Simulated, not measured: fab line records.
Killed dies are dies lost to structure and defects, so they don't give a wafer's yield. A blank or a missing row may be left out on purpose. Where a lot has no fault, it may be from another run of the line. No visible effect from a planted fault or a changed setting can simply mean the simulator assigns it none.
Which of the tools did it? :: flow n5 finfet :: Sampling: 24 lots, 72 wafers, 5 of 1938 route steps

## WHAT THE GAUGES SHOWED, per wafer
N5_SD_EPI_P_OVL_MEAS_10. Usual: SD_P_BLK_OVL typically reads -0.6 nm, with standard deviation 0.77.
lot: L074
measured: day 3 09:51
on: overlay-01
SD_P_BLK_OVL (nm): -1.4 -1.6 -0.5
flag: 

lot: L075
measured: day 3 13:29
on: overlay-02
SD_P_BLK_OVL (nm): 0.4 -1.0 -0.1
flag: 

lot: L076
measured: day 3 18:34
on: overlay-02
SD_P_BLK_OVL (nm): -1.3 -0.6 -0.6
flag: 

lot: L077
measured: day 3 23:55
on: overlay-01
SD_P_BLK_OVL (nm): 0.2 0.0 -0.5
flag: 

lot: L078
measured: day 4 08:46
on: overlay-02
SD_P_BLK_OVL (nm): 0.0 -1.9 -1.2
flag: 

lot: L079
measured: day 4 11:02
on: overlay-02
SD_P_BLK_OVL (nm): 0.1 -0.6 -1.6
flag: 

lot: L080
measured: day 4 18:56
on: overlay-01
SD_P_BLK_OVL (nm): -0.1 0.7 0.3
flag: 

lot: L081
measured: day 5 02:33
on: overlay-02
SD_P_BLK_OVL (nm): -1.7 -0.9 -0.9
flag: 

lot: L082
measured: day 5 10:23
on: overlay-02
SD_P_BLK_OVL (nm): -1.5 -1.4 -0.7
flag: 

lot: L083
measured: day 5 15:10
on: overlay-02
SD_P_BLK_OVL (nm): 0.1 -0.7 -0.9
flag: 

lot: L084
measured: day 5 23:25
on: overlay-01
SD_P_BLK_OVL (nm): -1.6 -2.4 -1.5
flag: 

lot: L085
measured: day 6 05:14
on: overlay-01
SD_P_BLK_OVL (nm): -1.7 -0.7 -1.2
flag: 

lot: L086
measured: day 6 09:25
on: overlay-02
SD_P_BLK_OVL (nm): -1.1 -0.7 -0.5
flag: 

lot: L087
measured: day 6 15:04
on: overlay-01
SD_P_BLK_OVL (nm): -1.7 -0.7 -1.3
flag: 

lot: L088
measured: day 6 17:41
on: overlay-01
SD_P_BLK_OVL (nm): -0.2 -0.7 -0.9
flag: 

lot: L089
measured: day 6 23:46
on: overlay-01
SD_P_BLK_OVL (nm): 0.3 0.5 1.1
flag: 

lot: L090
measured: day 7 04:58
on: overlay-02
SD_P_BLK_OVL (nm): -0.5 -0.2 -1.8
flag: 

lot: L091
measured: day 7 10:24
on: overlay-01
SD_P_BLK_OVL (nm): -0.5 0.1 -0.8
flag: 

lot: L092
measured: day 7 17:53
on: overlay-02
SD_P_BLK_OVL (nm): -1.2 -0.5 -0.1
flag: 

lot: L093
measured: day 8 04:21
on: overlay-02
SD_P_BLK_OVL (nm): 0.3 -0.7 0.1
flag: 

lot: L094
measured: day 8 05:21
on: overlay-02
SD_P_BLK_OVL (nm): -1.3 -1.1 0.1
flag: 

lot: L095
measured: day 8 17:10
on: overlay-01
SD_P_BLK_OVL (nm): -1.6 -1.1 -1.0
flag: 

lot: L096
measured: day 8 17:20
on: overlay-01
SD_P_BLK_OVL (nm): -0.6 0.4 -1.2
flag: 

lot: L097
measured: day 9 02:24
on: overlay-02
SD_P_BLK_OVL (nm): -0.1 0.2 0.9
flag: 

N5_ILD0_THK_MEAS_08. Usual: thk nm reads 139.0 nm (standard deviation 0.93).
lot: L074
measured: day 3 18:45
on: film metro-01
thk nm (nm): 139.0 137.6 137.7
flag: 

lot: L075
measured: day 3 21:31
on: film metro-02
thk nm (nm): 139.7 138.7 139.7
flag: 

lot: L076
measured: day 4 02:49
on: film metro-01
thk nm (nm): 137.7 138.1 138.1
flag: 

lot: L077
measured: day 4 07:32
on: film metro-02
thk nm (nm): 138.1 138.5 138.0
flag: 

lot: L078
measured: day 4 17:43
on: film metro-02
thk nm (nm): 138.9 139.3 138.4
flag: 

lot: L079
measured: day 4 19:49
on: film metro-01
thk nm (nm): 140.9 139.2 140.5
flag: 

lot: L080
measured: day 5 03:30
on: film metro-02
thk nm (nm): 140.4 139.9 140.2
flag: 

lot: L081
measured: day 5 10:07
on: film metro-01
thk nm (nm): 138.7 141.3 138.9
flag: 

lot: L082
measured: day 5 19:07
on: film metro-01
thk nm (nm): 138.4 138.8 139.5
flag: 

lot: L083
measured: day 6 00:40
on: film metro-01
thk nm (nm): 138.4 139.0 138.1
flag: 

lot: L084
measured: day 6 08:59
on: film metro-01
thk nm (nm): 138.8 139.7 139.1
flag: 

lot: L085
measured: day 6 16:10
on: film metro-01
thk nm (nm): 139.6 139.4 139.2
flag: 

lot: L086
measured: day 6 17:43
on: film metro-01
thk nm (nm): 138.3 138.7 138.3
flag: 

lot: L087
measured: day 7 00:59
on: film metro-02
thk nm (nm): 140.0 140.8 139.6
flag: 

lot: L088
measured: day 7 01:35
on: film metro-01
thk nm (nm): 139.9 139.4 139.2
flag: 

lot: L089
measured: day 7 08:20
on: film metro-02
thk nm (nm): 140.2 138.6 139.0
flag: 

lot: L090
measured: day 7 14:29
on: film metro-02
thk nm (nm): 137.5 137.4 137.3
flag: 

lot: L091
measured: day 7 21:56
on: film metro-02
thk nm (nm): 140.3 138.0 138.3
flag: 

lot: L092
measured: day 8 01:35
on: film metro-02
thk nm (nm): 139.3 138.8 139.4
flag: 

lot: L093
measured: day 8 12:46
on: film metro-01
thk nm (nm): 140.9 140.4 140.3
flag: 

lot: L094
measured: day 8 13:15
on: film metro-02
thk nm (nm): 139.4 138.2 139.1
flag: 

lot: L095
measured: day 9 01:58
on: film metro-01
thk nm (nm): 139.9 139.3 138.9
flag: 

lot: L096
measured: day 9 01:35
on: film metro-01
thk nm (nm): 138.4 137.7 138.2
flag: 

lot: L097
measured: day 9 12:36
on: film metro-02
thk nm (nm): 139.8 138.2 138.9
flag: 

## WHAT TOOL EACH LOT RAN ON (gives the tool, then ch and the chambers of the sampled wafers, and finally the start)
lot: L074
N5_STI_FIN_REVEAL_DENSIFY_30: rtp anneal-01 ch 0, day 2 14:04
N5_STI_FIN_REVEAL_OXIDATION_31: plasma asher-01 ch 0,1, day 2 16:47
N5_DUMMY_GATE_ETCH_23: rie si-02 ch 0,1, day 3 02:42

lot: L075
N5_STI_FIN_REVEAL_DENSIFY_30: rtp anneal-01 ch 0, day 2 18:21
N5_STI_FIN_REVEAL_OXIDATION_31: plasma asher-01 ch 0,1, day 2 21:00
N5_DUMMY_GATE_ETCH_23: rie si-06 ch 0,1,2, day 3 07:39

lot: L076
N5_STI_FIN_REVEAL_DENSIFY_30: rtp anneal-01 ch 0, day 2 21:26
N5_STI_FIN_REVEAL_OXIDATION_31: plasma asher-02 ch 0,1, day 3 00:06
N5_DUMMY_GATE_ETCH_23: rie si-05 ch 0,2,3, day 3 12:46

lot: L077
N5_STI_FIN_REVEAL_DENSIFY_30: rtp anneal-02 ch 0, day 3 04:50
N5_STI_FIN_REVEAL_OXIDATION_31: plasma asher-02 ch 0,1, day 3 07:32
N5_DUMMY_GATE_ETCH_23: rie si-02 ch 1,2, day 3 17:58

lot: L078
N5_STI_FIN_REVEAL_DENSIFY_30: rtp anneal-02 ch 0, day 3 10:21
N5_STI_FIN_REVEAL_OXIDATION_31: plasma asher-01 ch 0,1, day 3 12:59
N5_DUMMY_GATE_ETCH_23: rie si-02 ch 1,2,3, day 3 22:59

lot: L079
N5_STI_FIN_REVEAL_DENSIFY_30: rtp anneal-02 ch 0, day 3 15:53
N5_STI_FIN_REVEAL_OXIDATION_31: plasma asher-01 ch 0,1, day 3 18:31
N5_DUMMY_GATE_ETCH_23: rie si-02 ch 0,1,3, day 4 04:28

lot: L080
N5_STI_FIN_REVEAL_DENSIFY_30: rtp anneal-02 ch 0, day 3 22:44
N5_STI_FIN_REVEAL_OXIDATION_31: plasma asher-02 ch 0,1, day 4 01:22
N5_DUMMY_GATE_ETCH_23: rie si-05 ch 0,2, day 4 12:12

lot: L081
N5_STI_FIN_REVEAL_DENSIFY_30: rtp anneal-02 ch 0, day 4 06:25
N5_STI_FIN_REVEAL_OXIDATION_31: plasma asher-02 ch 0,1, day 4 09:02
N5_DUMMY_GATE_ETCH_23: rie si-05 ch 1,2,3, day 4 19:56

lot: L082
N5_STI_FIN_REVEAL_DENSIFY_30: rtp anneal-01 ch 0, day 4 12:23
N5_STI_FIN_REVEAL_OXIDATION_31: plasma asher-02 ch 0,1, day 4 15:30
N5_DUMMY_GATE_ETCH_23: rie si-06 ch 2,3, day 5 01:28

lot: L083
N5_STI_FIN_REVEAL_DENSIFY_30: rtp anneal-02 ch 0, day 4 17:23
N5_STI_FIN_REVEAL_OXIDATION_31: plasma asher-02 ch 0,1, day 4 19:57
N5_DUMMY_GATE_ETCH_23: rie si-05 ch 0,1,3, day 5 08:26

lot: L084
N5_STI_FIN_REVEAL_DENSIFY_30: rtp anneal-01 ch 0, day 4 23:14
N5_STI_FIN_REVEAL_OXIDATION_31: plasma asher-02 ch 0,1, day 5 01:49
N5_DUMMY_GATE_ETCH_23: rie si-02 ch 0,3, day 5 16:52

lot: L085
N5_STI_FIN_REVEAL_DENSIFY_30: rtp anneal-01 ch 0, day 5 10:38
N5_STI_FIN_REVEAL_OXIDATION_31: plasma asher-01 ch 0,1, day 5 13:13
N5_DUMMY_GATE_ETCH_23: rie si-02 ch 1,2, day 5 23:19

lot: L086
N5_STI_FIN_REVEAL_DENSIFY_30: rtp anneal-01 ch 0, day 5 14:28
N5_STI_FIN_REVEAL_OXIDATION_31: plasma asher-01 ch 0,1, day 5 17:05
N5_DUMMY_GATE_ETCH_23: rie si-05 ch 0,1,2, day 6 03:31

lot: L087
N5_STI_FIN_REVEAL_DENSIFY_30: rtp anneal-01 ch 0, day 5 17:48
N5_STI_FIN_REVEAL_OXIDATION_31: plasma asher-02 ch 0,1, day 5 20:26
N5_DUMMY_GATE_ETCH_23: rie si-06 ch 1,2, day 6 07:49

lot: L088
N5_STI_FIN_REVEAL_DENSIFY_30: rtp anneal-02 ch 0, day 5 21:56
N5_STI_FIN_REVEAL_OXIDATION_31: plasma asher-01 ch 0,1, day 6 00:36
N5_DUMMY_GATE_ETCH_23: rie si-05 ch 0,1,3, day 6 11:44

lot: L089
N5_STI_FIN_REVEAL_DENSIFY_30: rtp anneal-01 ch 0, day 6 03:34
N5_STI_FIN_REVEAL_OXIDATION_31: plasma asher-02 ch 0,1, day 6 06:11
N5_DUMMY_GATE_ETCH_23: rie si-06 ch 0,1,2, day 6 17:19

lot: L090
N5_STI_FIN_REVEAL_DENSIFY_30: rtp anneal-02 ch 0, day 6 08:43
N5_STI_FIN_REVEAL_OXIDATION_31: plasma asher-01 ch 0,1, day 6 11:24
N5_DUMMY_GATE_ETCH_23: rie si-02 ch 1,3, day 6 21:31

lot: L091
N5_STI_FIN_REVEAL_DENSIFY_30: rtp anneal-01 ch 0, day 6 15:55
N5_STI_FIN_REVEAL_OXIDATION_31: plasma asher-02 ch 0,1, day 6 18:38
N5_DUMMY_GATE_ETCH_23: rie si-05 ch 0,2, day 7 04:35

lot: L092
N5_STI_FIN_REVEAL_DENSIFY_30: rtp anneal-01 ch 0, day 6 22:07
N5_STI_FIN_REVEAL_OXIDATION_31: plasma asher-01 ch 0,1, day 7 00:46
N5_DUMMY_GATE_ETCH_23: rie si-05 ch 1,2,3, day 7 11:02

lot: L093
N5_STI_FIN_REVEAL_DENSIFY_30: rtp anneal-01 ch 0, day 7 09:49
N5_STI_FIN_REVEAL_OXIDATION_31: plasma asher-02 ch 0,1, day 7 12:28
N5_DUMMY_GATE_ETCH_23: rie si-05 ch 0,2, day 7 22:25

lot: L094
N5_STI_FIN_REVEAL_DENSIFY_30: rtp anneal-01 ch 0, day 7 10:17
N5_STI_FIN_REVEAL_OXIDATION_31: plasma asher-02 ch 0,1, day 7 13:05
N5_DUMMY_GATE_ETCH_23: rie si-02 ch 1,2,3, day 7 23:14

lot: L095
N5_STI_FIN_REVEAL_DENSIFY_30: rtp anneal-01 ch 0, day 7 18:52
N5_STI_FIN_REVEAL_OXIDATION_31: plasma asher-01 ch 0,1, day 7 23:04
N5_DUMMY_GATE_ETCH_23: rie si-05 ch 0,2,3, day 8 09:36

lot: L096
N5_STI_FIN_REVEAL_DENSIFY_30: rtp anneal-02 ch 0, day 7 22:25
N5_STI_FIN_REVEAL_OXIDATION_31: plasma asher-01 ch 0,1, day 8 01:01
N5_DUMMY_GATE_ETCH_23: rie si-06 ch 0,2, day 8 11:02

lot: L097
N5_STI_FIN_REVEAL_DENSIFY_30: rtp anneal-02 ch 0, day 8 04:34
N5_STI_FIN_REVEAL_OXIDATION_31: plasma asher-01 ch 0,1, day 8 07:14
N5_DUMMY_GATE_ETCH_23: rie si-02 ch 0,1,3, day 8 19:31
- N5_STI_FIN_REVEAL_DENSIFY_30
- N5_STI_FIN_REVEAL_OXIDATION_31: chemistry O2 PLASMA REMOTE, time 20 s.
- N5_DUMMY_GATE_ETCH_23: etches poly-Si in HBr/Cl2/O2, target depth 41 nm, time 22.3 s.

## WHAT THE TOOLS THEMSELVES READ (means of the sampled wafers that have a number; where no wafer has one, the mark that the record gives instead)
N5_STI_FIN_REVEAL_DENSIFY_30. Usual: lamp power pct 11.54 %, standard deviation 0.055; lamp_zone_4_pct 11.523 %, standard deviation 0.021; lamp_zone_5_pct 11.534 %, standard deviation 0.018.
lot: L074
tool: rtp anneal-01
lamp power pct (%): 11.56
lamp_zone_4_pct (%): 11.526
lamp_zone_5_pct (%): 11.540
flag: 

lot: L075
tool: rtp anneal-01
lamp power pct (%): 11.52
lamp_zone_4_pct (%): 11.542
lamp_zone_5_pct (%): 11.532
flag: 

lot: L076
tool: rtp anneal-01
lamp power pct (%): 11.50
lamp_zone_4_pct (%): 11.502
lamp_zone_5_pct (%): 11.535
flag: 

lot: L077
tool: rtp anneal-02
lamp power pct (%): 11.57
lamp_zone_4_pct (%): 11.541
lamp_zone_5_pct (%): 11.557
flag: 

lot: L078
tool: rtp anneal-02
lamp power pct (%): 11.56
lamp_zone_4_pct (%): 11.517
lamp_zone_5_pct (%): 11.532
flag: 

lot: L079
tool: rtp anneal-02
lamp power pct (%): 11.57
lamp_zone_4_pct (%): 11.501
lamp_zone_5_pct (%): 11.533
flag: 

lot: L080
tool: rtp anneal-02
lamp power pct (%): 11.52
lamp_zone_4_pct (%): 11.516
lamp_zone_5_pct (%): 11.513
flag: 

lot: L081
tool: rtp anneal-02
lamp power pct (%): 11.53
lamp_zone_4_pct (%): 11.515
lamp_zone_5_pct (%): 11.534
flag: 

lot: L082
tool: rtp anneal-01
lamp power pct (%): 11.56
lamp_zone_4_pct (%): 11.529
lamp_zone_5_pct (%): 11.545
flag: 

lot: L083
tool: rtp anneal-02
lamp power pct (%): 11.59
lamp_zone_4_pct (%): 11.527
lamp_zone_5_pct (%): 11.525
flag: 

lot: L084
tool: rtp anneal-01
lamp power pct (%): 11.54
lamp_zone_4_pct (%): 11.528
lamp_zone_5_pct (%): 11.531
flag: 

lot: L085
tool: rtp anneal-01
lamp power pct (%): 11.54
lamp_zone_4_pct (%): 11.528
lamp_zone_5_pct (%): 11.529
flag: 

lot: L086
tool: rtp anneal-01
lamp power pct (%): 11.57
lamp_zone_4_pct (%): 11.501
lamp_zone_5_pct (%): 11.544
flag: 

lot: L087
tool: rtp anneal-01
lamp power pct (%): 11.57
lamp_zone_4_pct (%): 11.522
lamp_zone_5_pct (%): 11.529
flag: 

lot: L088
tool: rtp anneal-02
lamp power pct (%): 11.54
lamp_zone_4_pct (%): 11.528
lamp_zone_5_pct (%): 11.520
flag: 

lot: L089
tool: rtp anneal-01
lamp power pct (%): 11.51
lamp_zone_4_pct (%): 11.524
lamp_zone_5_pct (%): 11.549
flag: 

lot: L090
tool: rtp anneal-02
lamp power pct (%): 11.51
lamp_zone_4_pct (%): 11.517
lamp_zone_5_pct (%): 11.548
flag: 

lot: L091
tool: rtp anneal-01
lamp power pct (%): 11.57
lamp_zone_4_pct (%): 11.525
lamp_zone_5_pct (%): 11.530
flag: 

lot: L092
tool: rtp anneal-01
lamp power pct (%): 11.58
lamp_zone_4_pct (%): 11.504
lamp_zone_5_pct (%): 11.535
flag: 

lot: L093
tool: rtp anneal-01
lamp power pct (%): 11.54
lamp_zone_4_pct (%): 11.528
lamp_zone_5_pct (%): 11.533
flag: 

lot: L094
tool: rtp anneal-01
lamp power pct (%): 11.49
lamp_zone_4_pct (%): 11.532
lamp_zone_5_pct (%): 11.536
flag: 

lot: L095
tool: rtp anneal-01
lamp power pct (%): 11.54
lamp_zone_4_pct (%): 11.524
lamp_zone_5_pct (%): 11.529
flag: 

lot: L096
tool: rtp anneal-02
lamp power pct (%): 11.55
lamp_zone_4_pct (%): 11.519
lamp_zone_5_pct (%): 11.542
flag: 

lot: L097
tool: rtp anneal-02
lamp power pct (%): 11.56
lamp_zone_4_pct (%): 11.495
lamp_zone_5_pct (%): 11.540
flag: 

N5_STI_FIN_REVEAL_OXIDATION_31. Usual: drypump motor current A 5.50 A, standard deviation 0.18; heater power w 152 W, standard deviation 9.7.
lot: L074
tool: plasma asher-01
drypump motor current A (A): 5.38
heater power w (W): 152
flag: 

lot: L075
tool: plasma asher-01
drypump motor current A (A): 5.37
heater power w (W): 150
flag: 

lot: L076
tool: plasma asher-02
drypump motor current A (A): 5.53
heater power w (W): 148
flag: 

lot: L077
tool: plasma asher-02
drypump motor current A (A): 5.52
heater power w (W): 148
flag: 

lot: L078
tool: plasma asher-01
drypump motor current A (A): 5.46
heater power w (W): 157
flag: 

lot: L079
tool: plasma asher-01
drypump motor current A (A): 5.47
heater power w (W): 156
flag: 

lot: L080
tool: plasma asher-02
drypump motor current A (A): 5.50
heater power w (W): 147
flag: 

lot: L081
tool: plasma asher-02
drypump motor current A (A): 5.62
heater power w (W): 155
flag: 

lot: L082
tool: plasma asher-02
drypump motor current A (A): 5.61
heater power w (W): 158
flag: 

lot: L083
tool: plasma asher-02
drypump motor current A (A): 5.62
heater power w (W): 156
flag: 

lot: L084
tool: plasma asher-02
drypump motor current A (A): 5.62
heater power w (W): 157
flag: 

lot: L085
tool: plasma asher-01
drypump motor current A (A): 5.50
heater power w (W): 156
flag: 

lot: L086
tool: plasma asher-01
drypump motor current A (A): 5.37
heater power w (W): 152
flag: 

lot: L087
tool: plasma asher-02
drypump motor current A (A): 5.51
heater power w (W): 149
flag: 

lot: L088
tool: plasma asher-01
drypump motor current A (A): 5.38
heater power w (W): 149
flag: 

lot: L089
tool: plasma asher-02
drypump motor current A (A): 5.52
heater power w (W): 148
flag: 

lot: L090
tool: plasma asher-01
drypump motor current A (A): 5.36
heater power w (W): 150
flag: 

lot: L091
tool: plasma asher-02
drypump motor current A (A): 5.63
heater power w (W): 157
flag: 

lot: L092
tool: plasma asher-01
drypump motor current A (A): 5.38
heater power w (W): 153
flag: 

lot: L093
tool: plasma asher-02
drypump motor current A (A): 5.62
heater power w (W): 152
flag: 

lot: L094
tool: plasma asher-02
drypump motor current A (A): 5.53
heater power w (W): 149
flag: 

lot: L095
tool: plasma asher-01
drypump motor current A (A): 5.48
heater power w (W): 156
flag: 

lot: L096
tool: plasma asher-01
drypump motor current A (A): 5.38
heater power w (W): 149
flag: 

lot: L097
tool: plasma asher-01
drypump motor current A (A): 5.48
heater power w (W): 154
flag: 

N5_DUMMY_GATE_ETCH_23. Usual: drypump motor current A 5.8 A, standard deviation 0.51; oes product au 1.000 a.u., standard deviation 0.015; throttle valve pct 37.34 %, standard deviation 0.17.
lot: L074
tool: rie si-02
drypump motor current A (A): 5.2
oes product au (a.u.): 1.018
throttle valve pct (%): 37.13
flag: 

lot: L075
tool: rie si-06
drypump motor current A (A): 5.7
oes product au (a.u.): 0.997
throttle valve pct (%): 37.32
flag: 

lot: L076
tool: rie si-05
drypump motor current A (A): 5.8
oes product au (a.u.): 1.005
throttle valve pct (%): 37.39
flag: 

lot: L077
tool: rie si-02
drypump motor current A (A): 6.0
oes product au (a.u.): 1.004
throttle valve pct (%): 37.52
flag: 

lot: L078
tool: rie si-02
drypump motor current A (A): 6.3
oes product au (a.u.): 0.991
throttle valve pct (%): 37.50
flag: 

lot: L079
tool: rie si-02
drypump motor current A (A): 5.7
oes product au (a.u.): 0.995
throttle valve pct (%): 37.26
flag: 

lot: L080
tool: rie si-05
drypump motor current A (A): 6.1
oes product au (a.u.): 1.015
throttle valve pct (%): 37.38
flag: 

lot: L081
tool: rie si-05
drypump motor current A (A): 5.6
oes product au (a.u.): 0.988
throttle valve pct (%): 37.33
flag: 

lot: L082
tool: rie si-06
drypump motor current A (A): 5.7
oes product au (a.u.): 1.005
throttle valve pct (%): 37.25
flag: 

lot: L083
tool: rie si-05
drypump motor current A (A): 5.7
oes product au (a.u.): 1.005
throttle valve pct (%): 37.29
flag: 

lot: L084
tool: rie si-02
drypump motor current A (A): 5.5
oes product au (a.u.): 1.003
throttle valve pct (%): 37.14
flag: 

lot: L085
tool: rie si-02
drypump motor current A (A): 6.4
oes product au (a.u.): 1.014
throttle valve pct (%): 37.57
flag: 

lot: L086
tool: rie si-05
drypump motor current A (A): 5.9
oes product au (a.u.): 1.000
throttle valve pct (%): 37.31
flag: 

lot: L087
tool: rie si-06
drypump motor current A (A): 5.7
oes product au (a.u.): 0.994
throttle valve pct (%): 37.27
flag: 

lot: L088
tool: rie si-05
drypump motor current A (A): 5.7
oes product au (a.u.): 0.987
throttle valve pct (%): 37.30
flag: 

lot: L089
tool: rie si-06
drypump motor current A (A): 5.7
oes product au (a.u.): 0.988
throttle valve pct (%): 37.32
flag: 

lot: L090
tool: rie si-02
drypump motor current A (A): 6.3
oes product au (a.u.): 0.978
throttle valve pct (%): 37.40
flag: 

lot: L091
tool: rie si-05
drypump motor current A (A): 6.1
oes product au (a.u.): 1.010
throttle valve pct (%): 37.38
flag: 

lot: L092
tool: rie si-05
drypump motor current A (A): 5.6
oes product au (a.u.): 1.004
throttle valve pct (%): 37.32
flag: 

lot: L093
tool: rie si-05
drypump motor current A (A): 6.1
oes product au (a.u.): 1.010
throttle valve pct (%): 37.40
flag: 

lot: L094
tool: rie si-02
drypump motor current A (A): 6.3
oes product au (a.u.): 0.996
throttle valve pct (%): 37.50
flag: 

lot: L095
tool: rie si-05
drypump motor current A (A): 5.8
oes product au (a.u.): 1.008
throttle valve pct (%): 37.39
flag: 

lot: L096
tool: rie si-06
drypump motor current A (A): 5.7
oes product au (a.u.): 1.004
throttle valve pct (%): 37.29
flag: 

lot: L097
tool: rie si-02
drypump motor current A (A): 5.7
oes product au (a.u.): 0.992
throttle valve pct (%): 37.27
flag: 

## THE ANSWER, worked out from the rows above alone
Rule: lot off if the mean of its wafers having a number is beyond 3 standard deviations from the usual mean. A lot without any number at a reading at which 4 lots or more have one is off too. Where the step has rows for the other lots, those lots are counted as sound. First the gauges in route order, then the tools' own readings, where a lot's mean is used as printed above. The first step at which some lot is off is used, and at that step the reading that is off furthest; a lot without a number counts as furthest.
Nothing can be told from this: no lot is off at any reading shown.

## WHAT WAS PUT IN BY THE SIMULATOR
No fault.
